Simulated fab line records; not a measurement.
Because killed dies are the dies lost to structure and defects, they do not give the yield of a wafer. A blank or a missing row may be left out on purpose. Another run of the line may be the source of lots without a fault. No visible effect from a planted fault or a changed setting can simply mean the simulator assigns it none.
2 desks looking at one fault | flow n5 finfet | every desk sees just its own numbers, and what lay behind them comes last

THE TOOL OWNER'S DESK: rie diel-01
The tool's own readings at N5_BEOL_M3_ETCH_74 (etches underlayer in N2/H2, target depth 6.5 nm, time 5.2 s): means of the sampled wafers that have a number, for each lot that ran on this tool. If a lot's mean is further than 4 standard deviations from the usual mean, the lot is out of limits and carries the mark OUT (the distance appears in the brackets).
Columns: A = drypump motor current A at N5_BEOL_M3_ETCH_74, usual 5.6 A; B = etch rf on time s at N5_BEOL_M3_ETCH_74, usual 5.17 s; C = oes product au at N5_BEOL_M3_ETCH_74, usual 0.68 a.u.; D = rf vpp V at N5_BEOL_M3_ETCH_74, usual 522.8 V; E = showerhead plenum p Torr at N5_BEOL_M3_ETCH_74, usual 2.51 Torr; F = throttle valve pct at N5_BEOL_M3_ETCH_74, usual 17.72 %
lot  | first seen here | A   | B               | C    | D     | E    | F
L132 | day 7 10:53     | 5.5 | 5.15            | 0.70 | 523.8 | 2.53 | 17.70
L136 | day 8 20:43     | 5.0 | 5.33            | 0.76 | 522.0 | 2.49 | 17.59
L137 | day 8 20:58     | 5.1 | 5.27            | 0.71 | 522.1 | 2.46 | 17.68
L141 | day 10 05:40    | 5.2 | 5.35            | 0.70 | 524.9 | 2.58 | 17.68
L148 | day 12 00:58    | 5.7 | 5.59 (+4.2) OUT | 0.64 | 522.5 | 2.56 | 17.77
L150 | day 12 07:04    | 5.2 | 6.14 (+9.8) OUT | 0.59 | 520.7 | 2.43 | 17.77
This desk's finding: out of limits on L148, L150; first on L148, day 12 00:58 (etch rf on time s at N5_BEOL_M3_ETCH_74). L132, L136, L137, L141 stayed within limits.

FROM THE METROLOGY DESK
Lot by lot, what the gauges showed, no matter which tool ran the lot: averages of those sampled wafers that carry a number. If a lot's mean is further than 4 standard deviations from the usual mean, the lot is out of limits and carries the mark OUT (the distance appears in the brackets). Shown here are 7 of its 11 readings, the ones lying furthest out on some lot.
Columns: A = M3_ILD_THK at N5_BEOL_M3_THK_MEAS_01, usual 79.0 nm; B = IOFF_P at N5_BEOL_M4_RC_MEAS_101, usual 0.21 nA/um; C = ION_N at N5_BEOL_M4_RC_MEAS_101, usual 674 uA/um; D = ION_P at N5_BEOL_M4_RC_MEAS_101, usual 460 uA/um; E = SS_P at N5_BEOL_M4_RC_MEAS_101, usual 73.4 mV/dec; F = VT_N at N5_BEOL_M4_RC_MEAS_101, usual 249 mV; G = VT_P at N5_BEOL_M4_RC_MEAS_101, usual -250 mV
lot  | first seen here | A    | B    | C   | D   | E    | F   | G
L130 | day 6 22:31     | 78.5 | 0.18 | 671 | 452 | 73.4 | 248 | -253
L131 | day 7 04:14     | 78.0 | 0.21 | 665 | 454 | 74.1 | 249 | -252
L132 | day 7 09:29     | 78.6 | 0.21 | 673 | 465 | 73.1 | 252 | -251
L136 | day 8 18:31     | 78.9 | 0.26 | 696 | 482 | 73.5 | 245 | -243
L137 | day 8 19:14     | 78.5 | 0.20 | 675 | 459 | 73.3 | 247 | -252
L139 | day 9 17:51     | 78.7 | 0.19 | 668 | 457 | 73.6 | 251 | -253
L141 | day 10 04:20    | 79.0 | 0.20 | 679 | 457 | 74.0 | 246 | -254
L148 | day 11 23:08    | 77.6 | 0.17 | 680 | 464 | 72.5 | 250 | -252
L150 | day 12 05:56    | 79.1 | 0.23 | 676 | 466 | 72.9 | 249 | -247
L152 | day 13 01:21    | 78.8 | 0.20 | 661 | 454 | 72.3 | 250 | -251
This desk's finding: nothing out of limits on any of the 10 lots.

BROUGHT TOGETHER
The tool owner's desk could have raised an alarm at day 12 00:58, on L148, L150.
From the metrology desk's view, nothing was out of limits.
The metrology desk has L148, L150 on record, within its limits.
On rie diel-01, each named lot ran N5_BEOL_M3_ETCH_74.

WHAT HAD BEEN PUT IN BY THE SIMULATOR
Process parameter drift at N5_BEOL_M3_ETCH_74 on rie diel-01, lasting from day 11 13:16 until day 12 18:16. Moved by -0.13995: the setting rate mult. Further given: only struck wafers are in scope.
Lots struck among those shown: L148, L150.
Each desk's first reading out of limits, in hours after the fault started: the tool owner's desk, 12.
